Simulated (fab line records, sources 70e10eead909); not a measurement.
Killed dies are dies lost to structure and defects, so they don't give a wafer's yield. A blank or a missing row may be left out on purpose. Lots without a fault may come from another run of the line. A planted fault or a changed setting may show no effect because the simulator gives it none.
Which tool did it? | flow nand_harc | 11 lots, 33 wafers sampled, at 5 steps of a route of 1302

WHAT THE GAUGES READ, wafer by wafer
NHARC_END_SORT_01. Usual: killed_at_array 56, standard deviation 19; killed_at_other 0.8, standard deviation 1.1; killed_at_periphery 3.4, standard deviation 2.5; killed_dies 60, standard deviation 19; killed_open 2.9, standard deviation 1.7; killed_short 2.4, standard deviation 1.6.
lot  | measured     | on        | killed_at_array | killed_at_other | killed_at_periphery | killed_dies | killed_open | killed_short | flag
L418 | day 30 21:39 | prober-01 | 77 94 650       | 0 0 0           | 3 3 0               | 80 97 650   | 2 2 2       | 2 1 4        | OFF
L419 | day 31 09:37 | prober-01 | 640 42 653      | 3 2 2           | 0 3 3               | 643 47 658  | 3 3 3       | 5 4 3        | OFF
L420 | day 31 10:25 | prober-02 | 32 24 29        | 0 0 1           | 2 2 4               | 34 26 34    | 1 3 7       | 5 1 4        |

WHICH TOOL RAN EACH LOT (tool, then ch and the chambers of the sampled wafers, then the start)
lot  | NHARC_A_STAIRCASE_TRIM_222                    | NHARC_A_STAIRCASE_TRIM_224                    | NHARC_A_STAIRCASE_ETCH_230                    | NHARC_A_STAIRCASE_TRIM_231
L403 | rie_diel-09 ch 0,2,3, day 15 21:49 or earlier | rie_diel-09 ch 2,3, day 15 21:49 or earlier   | rie_diel-09 ch 0,2,3, day 15 21:49 or earlier | rie_diel-09 ch 0,1,2, day 15 21:49
L404 | rie_diel-09 ch 1,2, day 16 17:13 or earlier   | rie_diel-09 ch 0,1,2, day 16 17:13 or earlier | rie_diel-09 ch 0,1, day 16 17:13 or earlier   | rie_diel-09 ch 0,1,2, day 16 17:13
L405 | rie_diel-02 ch 0,2, day 17 00:55 or earlier   | rie_diel-02 ch 1,3, day 17 00:55 or earlier   | rie_diel-09 ch 0,1,3, day 17 00:55 or earlier | rie_diel-09 ch 0,3, day 17 00:55
L407 | rie_diel-02 ch 0,3, day 18 02:32 or earlier   | rie_diel-02 ch 0,2,3, day 18 02:32 or earlier | rie_diel-02 ch 2,3, day 18 02:32 or earlier   | rie_diel-02 ch 2,3, day 18 02:32
L410 | rie_diel-09 ch 0,2,3, day 18 21:30 or earlier | rie_diel-09 ch 0,1,3, day 18 21:30 or earlier | rie_diel-12 ch 1,3, day 18 21:30 or earlier   | rie_diel-12 ch 2,3, day 18 21:30
L418 | rie_diel-12 ch 1,2, day 22 10:52 or earlier   | rie_diel-12 ch 0,1, day 22 10:52 or earlier   | rie_diel-12 ch 0,2, day 22 10:52 or earlier   | rie_diel-12 ch 0,1,2, day 22 10:52
L419 | rie_diel-12 ch 1,2,3, day 22 19:31 or earlier | rie_diel-12 ch 1,2,3, day 22 19:31 or earlier | rie_diel-12 ch 1,2,3, day 22 19:31 or earlier | rie_diel-12 ch 1,3, day 22 19:31
L420 | rie_diel-12 ch 0,1, day 23 08:34 or earlier   | rie_diel-12 ch 1,2,3, day 23 08:34 or earlier | rie_diel-09 ch 0,2, day 23 08:34 or earlier   | rie_diel-09 ch 0,1,3, day 23 08:34
L424 | rie_diel-12 ch 0,2,3, day 25 05:02 or earlier | rie_diel-12 ch 0,3, day 25 05:02 or earlier   | rie_diel-09 ch 1,3, day 25 05:02 or earlier   | rie_diel-09 ch 0,1,3, day 25 05:02
L425 | rie_diel-02 ch 1,3, day 25 14:17 or earlier   | rie_diel-02 ch 0,3, day 25 14:17 or earlier   | rie_diel-09 ch 0,1,3, day 25 14:17 or earlier | rie_diel-09 ch 1,3, day 25 14:17
L426 | rie_diel-12 ch 0,2,3, day 25 15:02 or earlier | rie_diel-12 ch 1,2,3, day 25 15:02 or earlier | rie_diel-02 ch 1,2, day 25 15:02 or earlier   | rie_diel-02 ch 1,2,3, day 25 15:02
- NHARC_A_STAIRCASE_TRIM_222: chemistry O2, time 211.2 s.
- NHARC_A_STAIRCASE_TRIM_224: chemistry O2, time 211.2 s.
- NHARC_A_STAIRCASE_ETCH_230: etches the open film in C4F8/O2, target depth 100 nm, time 40.5 s.
- NHARC_A_STAIRCASE_TRIM_231: chemistry O2, time 211.2 s.

WHAT THE TOOLS THEMSELVES READ (means of the sampled wafers that have a number; where no wafer has one, the mark that the record gives instead)
NHARC_A_STAIRCASE_TRIM_222. Usual: drypump_motor_current_A 5.86 A, standard deviation 0.28; mfc_ar_sccm 0.009 sccm, standard deviation 0.011; oes_product_au 1.001 a.u., standard deviation 0.01; rf_vpp_V 57.9 V, standard deviation 1; showerhead_plenum_p_Torr 3.59 Torr, standard deviation 0.13; throttle_valve_pct 17.037 %, standard deviation 0.0096.
lot  | tool        | drypump_motor_current_A (A) | mfc_ar_sccm (sccm) | oes_product_au (a.u.) | rf_vpp_V (V) | showerhead_plenum_p_Torr (Torr) | throttle_valve_pct (%) | flag
L403 | rie_diel-09 | 6.13                        | 0.011              | 1.008                 | 57.7         | 3.66                            | 17.039                 |
L404 | rie_diel-09 | 6.29                        | 0.016              | 1.002                 | 57.9         | 3.51                            | 17.036                 |
L405 | rie_diel-02 | 5.92                        | 0.001              | 0.984                 | 57.9         | 3.55                            | 17.038                 |
L407 | rie_diel-02 | 5.86                        | 0.000              | 0.997                 | 57.8         | 3.71                            | 17.040                 |
L410 | rie_diel-09 | 6.10                        | 0.011              | 1.013                 | 58.2         | 3.64                            | 17.036                 |
L418 | rie_diel-12 | 5.79                        | 0.009              | 1.009                 | 57.7         | 3.58                            | 17.042                 |
L419 | rie_diel-12 | 5.81                        | 0.005              | 1.005                 | 58.6         | 3.65                            | 17.035                 |
L420 | rie_diel-12 | 5.80                        | 0.016              | 0.997                 | 58.0         | 3.55                            | 17.025                 |
L424 | rie_diel-12 | 5.76                        | 0.007              | 0.990                 | 58.4         | 3.63                            | 17.035                 |
L425 | rie_diel-02 | 5.53                        | 0.000              | 1.005                 | 57.6         | 3.43                            | 17.041                 |
L426 | rie_diel-12 | 5.74                        | 0.007              | 1.001                 | 57.7         | 3.63                            | 17.027                 |

NHARC_A_STAIRCASE_TRIM_224. Usual: drypump_motor_current_A 5.86 A, standard deviation 0.27; mfc_ar_sccm 0.009 sccm, standard deviation 0.011; oes_product_au 1.002 a.u., standard deviation 0.0092; rf_vpp_V 57.9 V, standard deviation 0.88; showerhead_plenum_p_Torr 3.58 Torr, standard deviation 0.13; throttle_valve_pct 17.037 %, standard deviation 0.0095.
lot  | tool        | drypump_motor_current_A (A) | mfc_ar_sccm (sccm) | oes_product_au (a.u.) | rf_vpp_V (V) | showerhead_plenum_p_Torr (Torr) | throttle_valve_pct (%) | flag
L403 | rie_diel-09 | 6.07                        | 0.020              | 1.008                 | 57.5         | 3.70                            | 17.036                 |
L404 | rie_diel-09 | 6.13                        | 0.013              | 1.008                 | 57.1         | 3.55                            | 17.042                 |
L405 | rie_diel-02 | 5.54                        | 0.000              | 1.005                 | 58.6         | 3.47                            | 17.036                 |
L407 | rie_diel-02 | 5.73                        | 0.001              | 0.999                 | 57.9         | 3.61                            | 17.039                 |
L410 | rie_diel-09 | 5.88                        | 0.018              | 1.004                 | 58.1         | 3.61                            | 17.035                 |
L418 | rie_diel-12 | 5.76                        | 0.019              | 1.000                 | 57.6         | 3.55                            | 17.030                 |
L419 | rie_diel-12 | 5.80                        | 0.005              | 1.001                 | 59.0         | 3.65                            | 17.038                 |
L420 | rie_diel-12 | 5.81                        | 0.005              | 0.995                 | 57.4         | 3.65                            | 17.032                 |
L424 | rie_diel-12 | 5.77                        | 0.014              | 1.000                 | 57.2         | 3.61                            | 17.039                 |
L425 | rie_diel-02 | 5.84                        | 0.000              | 0.999                 | 58.6         | 3.68                            | 17.038                 |
L426 | rie_diel-12 | 5.81                        | 0.005              | 0.998                 | 58.2         | 3.64                            | 17.034                 |

NHARC_A_STAIRCASE_ETCH_230. Usual: bias_w 999.6 W, standard deviation 3; oes_product_au 0.951 a.u., standard deviation 0.017; rf_vpp_V 898 V, standard deviation 4.5.
lot  | tool        | bias_w (W) | oes_product_au (a.u.) | rf_vpp_V (V) | flag
L403 | rie_diel-09 | 1001.0     | 0.947                 | 901          |
L404 | rie_diel-09 | 998.5      | 0.954                 | 895          |
L405 | rie_diel-09 | 1001.6     | 0.953                 | 899          |
L407 | rie_diel-02 | 1001.4     | 0.939                 | 897          |
L410 | rie_diel-12 | 997.4      | 0.919                 | 894          |
L418 | rie_diel-12 | 999.2      | 0.943                 | 897          |
L419 | rie_diel-12 | 998.0      | 0.949                 | 900          |
L420 | rie_diel-09 | 999.3      | 0.979                 | 899          |
L424 | rie_diel-09 | 1000.6     | 0.933                 | 899          |
L425 | rie_diel-09 | 1001.2     | 0.975                 | 898          |
L426 | rie_diel-02 | 1001.6     | 0.972                 | 891          |

NHARC_A_STAIRCASE_TRIM_231. Usual: drypump_motor_current_A 5.85 A, standard deviation 0.25; mfc_ar_sccm 0.010 sccm, standard deviation 0.011; oes_product_au 1.001 a.u., standard deviation 0.011; rf_vpp_V 57.9 V, standard deviation 0.86; showerhead_plenum_p_Torr 3.58 Torr, standard deviation 0.13; throttle_valve_pct 17.037 %, standard deviation 0.0091.
lot  | tool        | drypump_motor_current_A (A) | mfc_ar_sccm (sccm) | oes_product_au (a.u.) | rf_vpp_V (V) | showerhead_plenum_p_Torr (Torr) | throttle_valve_pct (%) | flag
L403 | rie_diel-09 | 6.12                        | 0.013              | 1.008                 | 58.3         | 3.55                            | 17.041                 |
L404 | rie_diel-09 | 6.11                        | 0.013              | 1.008                 | 56.9         | 3.55                            | 17.042                 |
L405 | rie_diel-09 | 5.90                        | 0.017              | 1.012                 | 58.9         | 3.72                            | 17.033                 |
L407 | rie_diel-02 | 5.43                        | 0.001              | 1.005                 | 57.7         | 3.58                            | 17.036                 |
L410 | rie_diel-12 | 5.83                        | 0.000              | 0.986                 | 57.7         | 3.39                            | 17.038                 |
L418 | rie_diel-12 | 5.75                        | 0.012              | 0.940                 | 57.4         | 3.57                            | 17.030                 | OFF
L419 | rie_diel-12 | 5.88                        | 0.005              | 0.871                 | 58.4         | 3.72                            | 17.034                 | OFF
L420 | rie_diel-09 | 5.90                        | 0.018              | 1.003                 | 58.2         | 3.59                            | 17.037                 |
L424 | rie_diel-09 | 5.93                        | 0.018              | 1.004                 | 58.5         | 3.59                            | 17.046                 |
L425 | rie_diel-09 | 5.86                        | 0.027              | 1.003                 | 58.2         | 3.62                            | 17.039                 |
L426 | rie_diel-02 | 5.56                        | 0.001              | 1.006                 | 57.9         | 3.46                            | 17.040                 |

THE ANSWER, worked out from the rows above alone
Rule: a lot is off if the mean of its wafers that have a number lies more than 3 standard deviations from the usual mean. A lot without any number at a reading at which 4 lots or more have one is off too. The other lots that the step has rows for count as sound. The gauges are gone through in route order, then the tools' own readings, and for those a lot's mean is taken as printed above. The first step at which some lot is off is used, and at that step the reading that is off furthest; a lot without a number counts as furthest.
Off: L418, L419, at NHARC_END_SORT_01 (killed_dies). Neither off nor sound, because the step has no rows for them: L403, L404, L405, L407, L410, L424, L425, L426.
A tool fits if, at a process step before that reading, it ran every lot that is off, and no sound lot after the first of them. The gauges at NHARC_END_SORT_01 aren't tried: what is off there is off at NHARC_A_STAIRCASE_TRIM_231 too, on other tools, and a gauge's error can't cause that. NHARC_A_STAIRCASE_TRIM_222 gives no start for some lots, so the hours and the order of its lots are those of NHARC_A_STAIRCASE_TRIM_231. NHARC_A_STAIRCASE_TRIM_224 gives no start for some lots, so the hours and the order of its lots are those of NHARC_A_STAIRCASE_TRIM_231. NHARC_A_STAIRCASE_ETCH_230 gives no start for some lots, so the hours and the order of its lots are those of NHARC_A_STAIRCASE_TRIM_231. One fits: rie_diel-12 at NHARC_A_STAIRCASE_ETCH_230 and NHARC_A_STAIRCASE_TRIM_231. It ran no sound lot before its first lot that is off in this sample, so the start can't be narrowed down.

WHAT THE SIMULATOR HAD PUT IN
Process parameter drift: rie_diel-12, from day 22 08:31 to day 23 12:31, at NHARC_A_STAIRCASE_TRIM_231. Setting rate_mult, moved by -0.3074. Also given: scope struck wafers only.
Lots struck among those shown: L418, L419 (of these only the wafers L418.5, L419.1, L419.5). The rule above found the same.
